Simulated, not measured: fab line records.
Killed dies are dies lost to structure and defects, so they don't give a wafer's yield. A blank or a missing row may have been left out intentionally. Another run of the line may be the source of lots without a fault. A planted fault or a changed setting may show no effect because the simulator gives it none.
fab line records	flow nand_harc
record: lots: 6	wafers: 18	last_day: 24
route steps=1159 shown A_CHANNEL_HOLE_D1@482 A_CHANNEL_FILL_D1@490 END@1159
lots that met no fault: from a run of the same line without faults
start_h: the number of hours between the record's first day and the start of the first shown wafer of the lot	wait_h: time in hours since the lot's previous step	" as in the row above	L1.1+2: a single row standing in for several wafers	- no value, or no start was given	* or withheld: withheld	< > ~ a bound
route shown NAME@n: names a module that has steps shown in the file, with the first one's number in the route	usual: the fault-free wafers' mean and standard deviation	same: alike in all rows	chamber/n: place in a boat	sites: readings site by site	_std_site: the values' standard deviation	_edge_site: mean of outer sites minus mean of inner sites	radius_mm: for every site, how far away it sits from the centre of the wafer	mask NAME#n: copy n	behind: the tool/chamber that last shaped the wafer	hold: why the lot was held/for how many hours/how that ended	device: the n, p or np transistor that did not switch	end of line: tests of these same wafers at the route's end	for a step that has no rows: nothing shown but its recipe	killed: dies that structure and defects cost at the first sort, which is not the same as the wafer's yield	map: per-die view of a wafer (x killed, . not killed, _ where there is no die)
set.NAME: the run value of the setting; set.NAME@STEP: its run value at that earlier step	model.NAME: the simulator's own value behind a step, which no gauge read
lots seen at some steps along the route; tables by step, rows by wafer
services: the hour from which a tool's chamber was out of use, counted from the record's first day as start_h (under 0 if before that day), plus the number of hours and why
== steps ==
step: NHARC_A_CHANNEL_HOLE_D1_STRIP_43
recipe: o2_flow_sccm: 400	cos_flow_sccm: 20	ar_flow_sccm: 0	bias_w: 0	chemistry: O2/COS
step: NHARC_A_CHANNEL_HOLE_D1_ETCH_44
recipe: target_depth_a: 1400	overetch_a: 140	time_s: 77	ion_energy_ev: 100	cf4_flow_sccm: 80	o2_flow_sccm: 20	ar_flow_sccm: 0	rf_w: 300	bias_w: 100	chemistry: CF4/O2
usual: drypump_motor_current_A: 5.7/0.53	o2_flow_sccm: 20.01/0.051	oes_product_au: 0.999/0.0069	rf_vpp_V: 197.7/0.93	showerhead_plenum_p_Torr: 1.326/0.027	throttle_valve_pct: 13.398/0.01
lot.wafer	tool	chamber	start_h	wait_h	drypump_motor_current_A	o2_flow_sccm	oes_product_au	rf_hours_counter_h	rf_vpp_V	showerhead_plenum_p_Torr	throttle_valve_pct
L717.1	rie_diel-03	2	204.26	0.1	5.0	20.06	1.000	8	197.7	1.344	13.389
L717.2	"	3	"	"	5.4	20.04	1.017	9	200.0	1.343	13.389
L717.4	"	1	"	"	5.9	19.98	1.011	9	198.4	1.315	13.395
L718.4	rie_diel-07	1	211.95	0.1	5.6	20.03	1.002	11	197.9	1.330	13.378
L718.5	"	0	"	"	5.8	19.90	0.995	-	197.9	1.296	13.388
L718.6	"	1	"	"	5.7	20.03	0.998	-	197.9	1.331	13.408
L725.4	rie_diel-03	1	263.35	0.1	5.9	19.96	0.999	3	198.1	1.314	13.382
L725.2	"	2	"	"	5.0	20.03	0.995	3	197.8	1.343	13.405
L725.6	"	1	"	"	5.9	20.02	0.999	-	196.9	1.314	13.415
L735.2	rie_diel-03	1	312.54	0.1	5.9	19.95	0.991	5	196.9	1.314	13.393
L735.6	"	3	"	"	5.4	20.00	1.008	-	197.6	1.342	13.399
L735.5	"	0	"	"	4.9	19.98	0.995	-	198.0	1.360	13.411
L736.4	rie_diel-07	2	316.70	0.1	5.2	19.92	0.993	6	196.4	1.334	13.404
L736.1	"	3	"	"	6.7	20.07	0.989	7	196.7	1.288	13.397
L736.5	"	0	"	"	5.8	19.96	1.002	-	195.9	1.295	13.390
L734.1	rie_diel-09	1	320.84	0.1	6.0	20.10	1.007	5	195.6	1.292	13.400
L734.6	"	0	"	"	6.1	20.01	1.000	-	196.0	1.286	13.388
L734.5	"	1	"	"	6.1	20.03	1.006	-	197.3	1.292	13.402
step: NHARC_A_CHANNEL_HOLE_D1_STRIP_27
recipe: o2_flow_sccm: 500	ar_flow_sccm: 0	bias_w: 0	chemistry: O2
step: NHARC_A_CHANNEL_HOLE_D1_PRECLEAN_28
recipe: time_s: *	temp_c: 50	bath_age_min: 0	chemistry: SC1
step: NHARC_A_CHANNEL_HOLE_D1_SRD_29
step: NHARC_A_CHANNEL_HOLE_D1_CD_MEAS_30
usual: cd_nm: 90.2/0.88
lot.wafer	tool	chamber	start_h	wait_h	cd_nm
L717.1	cd_sem-02	-	205.06	-	89.7
L717.2	"	-	"	"	89.5
L717.4	"	-	"	"	89.8
L718.4	cd_sem-02	-	212.78	0.1	88.4
L718.5	"	-	"	"	89.8
L718.6	"	-	"	"	89.3
L725.2	cd_sem-01	-	264.14	-	88.7
L725.4	"	-	"	"	90.0
L725.6	"	-	"	"	89.9
L735.2	cd_sem-01	-	313.32	-	89.7
L735.5	"	-	"	"	90.2
L735.6	"	-	"	"	88.8
L736.1	cd_sem-02	-	317.48	-	91.8
L736.4	"	-	"	"	91.1
L736.5	"	-	"	"	90.5
L734.1	cd_sem-01	-	321.62	-	91.7
L734.5	"	-	"	"	90.4
L734.6	"	-	"	"	90.0
step: NHARC_A_CHANNEL_HOLE_D1_XSEM_31
recipe: landing_energy_ev: 35000
usual: bot_cd_nm: 74.6/1.1	bow_nm: 8.60/0.21	tilt_deg: 0.09/0.035
lot.wafer	tool	chamber	start_h	wait_h	bot_cd_nm	bow_nm	tilt_deg
L717.1	xsem-02	0	205.15	0.1	73.8	8.63	0.05
L717.2	"	0	"	"	74.0	8.51	0.05
L717.4	"	0	"	"	74.7	8.47	0.05
L718.4	xsem-01	0	212.87	0.1	73.2	8.27	0.12
L718.5	"	0	"	"	73.5	8.37	0.12
L718.6	"	0	"	"	74.2	8.37	0.11
L725.2	xsem-01	0	264.22	0.1	72.8	8.57	0.08
L725.4	"	0	"	"	74.5	8.63	0.08
L725.6	"	0	"	"	74.4	8.61	0.08
L735.2	xsem-01	0	313.41	0.1	73.9	8.54	0.13
L735.5	"	0	"	"	74.5	8.50	0.13
L735.6	"	0	"	"	73.1	8.53	0.13
L736.1	xsem-02	0	317.57	0.1	76.2	8.26	0.09
L736.4	"	0	"	"	76.8	8.11	0.09
L736.5	"	0	"	"	75.7	8.15	0.09
L734.1	xsem-01	0	321.71	0.1	76.9	8.44	0.14
L734.5	"	0	"	"	75.4	8.51	0.14
L734.6	"	0	"	"	74.8	8.55	0.14
step: NHARC_A_CHANNEL_HOLE_D1_INSPECT_40
usual: raw_defect_count: 58/14
lot.wafer	tool	chamber	start_h	wait_h	raw_defect_count
L717.1	defect_inspect-02	-	205.25	-	60
L717.2	"	-	"	"	60
L717.4	"	-	"	"	37
L718.4	defect_inspect-01	-	212.96	-	56
L718.5	"	-	"	"	64
L718.6	"	-	"	"	51
L725.2	defect_inspect-02	-	264.32	-	34
L725.4	"	-	"	"	44
L725.6	"	-	"	"	44
L735.2	defect_inspect-01	-	313.53	-	57
L735.5	"	-	"	"	46
L735.6	"	-	"	"	56
L736.1	defect_inspect-01	-	317.67	-	41
L736.4	"	-	"	"	44
L736.5	"	-	"	"	77
L734.1	defect_inspect-01	-	321.81	-	53
L734.5	"	-	"	"	61
L734.6	"	-	"	"	106
step: NHARC_A_CHANNEL_FILL_D1_PRECLEAN_00
recipe: time_s: *	temp_c: 50	bath_age_min: 0	chemistry: SC1
step: NHARC_A_CHANNEL_FILL_D1_SRD_01
step: NHARC_A_CHANNEL_FILL_D1_ALD_02
recipe: target_thk_a: 60	pulse_time_s: 10	ald_cycles: 60	temp_c: 300	material: SiO2
usual: ald_cycles: 60/0	heater_power_w: 465/51	precursor_pulse_height_rel: 1.000/0.019
lot.wafer	tool	chamber	start_h	wait_h	ald_cycles	heater_power_w	precursor_pulse_height_rel
L717.4	ald_hk-04	2	205.55	-	60	418	1.002
L717.2	"	3	"	"	60	558	0.990
L717.1	"	1	"	"	60	434	0.999
L718.4	ald_hk-01	3	213.37	-	60	456	0.986
L718.5	"	0	"	"	60	420	0.997
L718.6	"	1	"	"	60	472	1.033
L725.2	ald_hk-03	2	264.66	-	60	442	1.009
L725.4	"	3	"	"	60	452	0.987
L725.6	"	0	"	"	60	422	1.003
L735.2	ald_hk-04	0	313.87	-	60	441	0.988
L735.5	"	2	"	"	60	428	1.040
L735.6	"	3	"	"	60	553	1.017
L736.1	ald_hk-04	2	317.94	-	60	430	0.983
L736.4	"	0	"	"	60	452	1.026
L736.5	"	2	"	"	60	419	0.984
L734.1	ald_hk-03	2	322.15	-	60	452	1.001
L734.6	"	0	"	"	60	424	0.969
L734.5	"	1	"	"	60	539	1.011
step: NHARC_A_CHANNEL_FILL_D1_ALD_03
recipe: target_thk_a: 60	pulse_time_s: 60	ald_cycles: 58	temp_c: 630	pressure_torr: 2	material: SiNx
usual: ald_cycles: 58/0	precursor_pulse_height_rel: 0.999/0.019
lot.wafer	tool	chamber	start_h	wait_h	ald_cycles	precursor_pulse_height_rel
L717.1	ald_sin_batch-02	0	-	-	58	1.001
L717.2	"	0	"	"	58	0.993
L717.4	"	0	"	"	58	0.996
L718.4	ald_sin_batch-02	0	-	-	58	1.010
L718.5	"	0	"	"	58	1.016
L718.6	"	0	"	"	58	0.990
L725.2	ald_sin_batch-02	0	-	-	58	0.983
L725.4	"	0	"	"	58	1.036
L725.6	"	0	"	"	58	0.993
L735.2	ald_sin_batch-01	0	-	-	58	0.999
L735.5	"	0	"	"	58	1.020
L735.6	"	0	"	"	58	0.985
L736.1	ald_sin_batch-02	0	-	-	58	1.003
L736.4	"	0	"	"	58	0.993
L736.5	"	0	"	"	58	1.040
L734.1	ald_sin_batch-02	0	-	-	58	0.996
L734.5	"	0	"	"	58	1.006
L734.6	"	0	"	"	58	0.999
step: NHARC_A_CHANNEL_FILL_D1_ALD_14
recipe: target_thk_a: 25	pulse_time_s: 10	ald_cycles: 25	temp_c: 300	material: SiO2
usual: ald_cycles: 25/0	heater_power_w: 460/46	precursor_pulse_height_rel: 1.002/0.019
lot.wafer	tool	chamber	start_h	wait_h	ald_cycles	heater_power_w	precursor_pulse_height_rel
L717.4	ald_hk-03	0	211.55	0.0	25	415	1.042
L717.1	"	2	"	"	25	443	0.992
L717.2	"	3	"	"	25	453	1.006
L718.4	ald_hk-04	3	220.86	0.7	25	542	0.999
L718.5	"	3	"	"	25	553	0.993
L718.6	"	0	"	"	25	456	1.027
L725.4	ald_hk-01	1	271.56	0.1	25	454	1.006
L725.2	"	3	"	"	25	419	0.960
L725.6	"	1	"	"	25	456	1.006
L735.2	ald_hk-03	1	320.99	0.3	22	546	0.984
L735.5	"	1	"	"	22	527	0.963
L735.6	"	2	"	"	22	451	1.018
L736.4	ald_hk-01	3	325.52	0.7	25	440	1.001
L736.1	"	0	"	"	25	393	1.029
L736.5	"	2	"	"	25	500	1.001
L734.1	ald_hk-03	2	332.54	3.6	22	447	1.014
L734.5	"	3	"	"	22	483	1.009
L734.6	"	0	"	"	22	431	0.972
step: NHARC_A_CHANNEL_FILL_D1_ALD_15
recipe: target_thk_a: 20	pulse_time_s: 60	ald_cycles: 19	temp_c: 630	pressure_torr: 2	material: SiNx
usual: ald_cycles: 19/0	precursor_pulse_height_rel: 0.998/0.019
lot.wafer	tool	chamber	start_h	wait_h	ald_cycles	precursor_pulse_height_rel
L717.1	ald_sin_batch-01	0	-	-	19	1.009
L717.2	"	0	"	"	19	0.997
L717.4	"	0	"	"	19	1.034
L718.4	ald_sin_batch-01	0	-	-	19	1.046
L718.5	"	0	"	"	19	0.996
L718.6	"	0	"	"	19	0.998
L725.2	ald_sin_batch-01	0	-	-	19	0.997
L725.4	"	0	"	"	19	1.004
L725.6	"	0	"	"	19	0.997
L735.2	ald_sin_batch-01	0	-	-	19	0.992
L735.5	"	0	"	"	19	0.983
L735.6	"	0	"	"	19	0.984
L736.1	ald_sin_batch-01	0	-	-	19	0.984
L736.4	"	0	"	"	19	0.999
L736.5	"	0	"	"	19	0.988
L734.1	ald_sin_batch-01	0	-	-	19	1.021
L734.5	"	0	"	"	19	1.023
L734.6	"	0	"	"	19	1.004
step: NHARC_END_SORT_01
recipe: temp_c: 25
usual: killed_at_array: 29/11	killed_at_other: 0.6/0.92	killed_at_periphery: 3.2/2	killed_dies: 33/11	killed_open: 3.2/2	killed_short: 1.9/1.5
same: gross_dies: 677
lot.wafer	tool	chamber	start_h	wait_h	killed_at_array	killed_at_other	killed_at_periphery	killed_dies	killed_open	killed_short
L718.4	prober-01	0	473.05	3.4	29	2	4	35	2	1
L718.5	prober-01	0	473.86	3.8	24	0	3	27	1	1
L718.6	prober-01	0	474.67	4.1	23	1	4	28	2	1
killed by level:class
L718.4 A_CHANNEL_HOLE_D1:chamber_film_flake=13 A_SLIT:chamber_film_flake=10 A_STAIRCASE:chamber_film_flake=4 P_ZERO_WELL:chamber_film_flake=3 THIN_TSV:chamber_film_flake=2 P_CONTACT:geometric_particle:open=1 A_WL_FILL:geometric_particle:short=1 A_WL_FILL:geometric_particle:open=1
L718.5 A_SLIT:chamber_film_flake=9 A_CHANNEL_HOLE_D1:chamber_film_flake=7 P_ZERO_WELL:chamber_film_flake=2 A_STAIRCASE:chamber_film_flake=2 A_WL_FILL:chamber_film_flake=2 A_BONDPAD:chamber_film_flake=2 P_M0:geometric_particle:short=1 A_CONTACT:geometric_particle:open=1
L718.6 A_CHANNEL_HOLE_D1:chamber_film_flake=12 A_SLIT:chamber_film_flake=5 A_CHANNEL_FILL_D1:chamber_film_flake=2 A_STAIRCASE:chamber_film_flake=2 P_CONTACT:geometric_particle:short=1 P_M0:geometric_particle:open=1 A_CHANNEL_FILL_D1:geometric_particle:open=1 P_ZERO_WELL:chamber_film_flake=1
== services ==
tool	chamber	start_h	hours	kind
rie_diel-09	-	181.03	1.2	repair
ald_hk-04	-	193.32	10.0	pm
ald_hk-04	0	193.32	10.0	vent_cycle
ald_hk-04	1	193.32	10.0	vent_cycle
ald_hk-04	2	193.32	10.0	vent_cycle
ald_hk-04	3	193.32	10.0	vent_cycle
rie_diel-09	2	198.93	2.1	repair
rie_diel-07	-	200.32	0.7	repair
rie_diel-03	-	215.30	9.0	pm
rie_diel-07	-	228.20	9.0	pm
rie_diel-09	3	228.41	9.7	repair
rie_diel-03	0	236.58	8.6	repair
rie_diel-09	-	254.10	9.0	pm
rie_diel-03	2	284.21	2.7	repair
xsem-02	-	302.00	14.0	pm
ald_hk-03	2	322.43	10.0	vent_cycle
ald_hk-03	3	322.43	10.0	vent_cycle
rie_diel-09	1	329.33	6.8	repair
ald_hk-03	0	332.43	-	clean
ald_hk-03	1	332.43	-	clean
ald_hk-03	2	332.43	-	clean
ald_hk-03	3	332.43	-	clean
rie_diel-03	-	333.31	0.8	repair
rie_diel-03	1	335.31	4.8	repair
== key ==
first_sign: step: NHARC_A_CHANNEL_FILL_D1_ALD_14	reading: ald_cycles	direction: down	sigmas: 99+	usual: 25	struck: 22
effect none on later readings
met_at NHARC_A_CHANNEL_FILL_D1_ALD_14
struck_wafers L734.1,L734.5,L734.6,L735.2,L735.5,L735.6
tester_left_out L734,L735
onset_between 211.55 320.99
fault: kind: process_parameter_drift	tool: ald_hk-03	chamber: -	onset_h: 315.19	steps: NHARC_A_CHANNEL_FILL_D1_ALD_14	channel: ald_cycles	offset: -3	shape: step	end_h: 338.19	acts_in: these_recipes_only	stated: 25
tester_left_out: of these lots the tester's yield and bins aren't shown, on N5 and GAA mostly nor the transistor test; their killed dies are dies lost to structure and defects alone, not to doping, threshold or leakage, so they don't give the yield
